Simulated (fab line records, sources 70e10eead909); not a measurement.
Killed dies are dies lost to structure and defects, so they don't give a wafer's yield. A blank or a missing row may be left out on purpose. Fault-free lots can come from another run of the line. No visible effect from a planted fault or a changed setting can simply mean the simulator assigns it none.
Matching of chambers | flow nand-harc | 4 sister chambers for NHARC_P_M1_DESCUM_14 on rie-diel-10
The step chemistry O2, time 3 s. 14 wafers are shown with their chamber, then 7 later ones without.

== WAFERS PAIRED WITH THEIR CHAMBERS ==
wafer  | chamber | rf-vpp-V (V) | throttle-valve-pct (%) | oes-product-au (a.u.)
L081.2 | 3       | 56.3         | 11.317                 | 0.990
L081.3 | 0       | 57.9         | 11.299                 | 0.986
L081.6 | 3       | 57.0         | 11.303                 | 0.994
L087.2 | 3       | 57.9         | 11.306                 | 0.983
L087.5 | 1       | 57.5         | 11.307                 | 0.992
L087.6 | 2       | 56.9         | 11.307                 | 1.000
L089.1 | 1       | 58.7         | 11.307                 | 0.989
L089.2 | 2       | 56.5         | 11.300                 | 0.996
L089.4 | 3       | 57.9         | 11.314                 | 0.987
L092.1 | 1       | 54.7         | 11.296                 | 0.997
L092.3 | 0       | 57.4         | 11.306                 | 1.005
L092.5 | 3       | 56.3         | 11.312                 | 1.000
L091.1 | 1       | 57.8         | 11.307                 | 0.995
L091.2 | 0       | 59.4         | 11.308                 | 0.996

SIGNATURES (averages over the wafers above)
reading            | chamber 0 | chamber 1 | chamber 2 | chamber 3 | scatter within a chamber
rf-vpp-V           | 58.233    | 57.175    | 56.700    | 57.080    | 1.17
throttle-valve-pct | 11.30433  | 11.30425  | 11.30350  | 11.31040  | 0.00541
oes-product-au     | 0.99567   | 0.99325   | 0.99800   | 0.99080   | 0.00629
Rule: a wafer lies at a distance from a chamber equal to the root of the sum of squares, over the readings, of (its reading less the chamber's mean, divided by the reading's scatter). If the next closest chamber is less than 2 further off than the closest, the wafer can't be placed; otherwise it belongs to the closest. The scatter is the square root of a quotient: the sum, over the shown wafers, of each reading's squared deviation from its chamber's mean, divided by wafers minus chambers.

== WAFERS WITH NO CHAMBER GIVEN ==
wafer  | rf-vpp-V (V) | throttle-valve-pct (%) | oes-product-au (a.u.)
L091.5 | 56.4         | 11.309                 | 0.996
L094.1 | 59.6         | 11.304                 | 0.998
L094.5 | 57.5         | 11.306                 | 0.998
L094.6 | 57.1         | 11.321                 | 1.002
L095.1 | 57.1         | 11.313                 | 0.992
L095.4 | 56.9         | 11.321                 | 0.999
L095.5 | 57.6         | 11.308                 | 0.984

== CHAMBER TAKEN BY EACH ==
wafer  | from the rows above               | in truth
L091.5 | can't be placed: 3 or 2 or 1 or 0 | 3
L094.1 | can't be placed: 0 or 1 or 2 or 3 | 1
L094.5 | can't be placed: 0 or 2 or 1 or 3 | 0
L094.6 | can't be placed: 3 or 2 or 0 or 1 | 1
L095.1 | can't be placed: 3 or 1 or 0 or 2 | 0
L095.4 | can't be placed: 3 or 1 or 2 or 0 | 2
L095.5 | can't be placed: 3 or 1 or 0 or 2 | 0
0 of 7 placed correctly. From these rows, 7 cannot be placed; in 7 the true chamber is one of the candidates. Wrongly placed: 0.
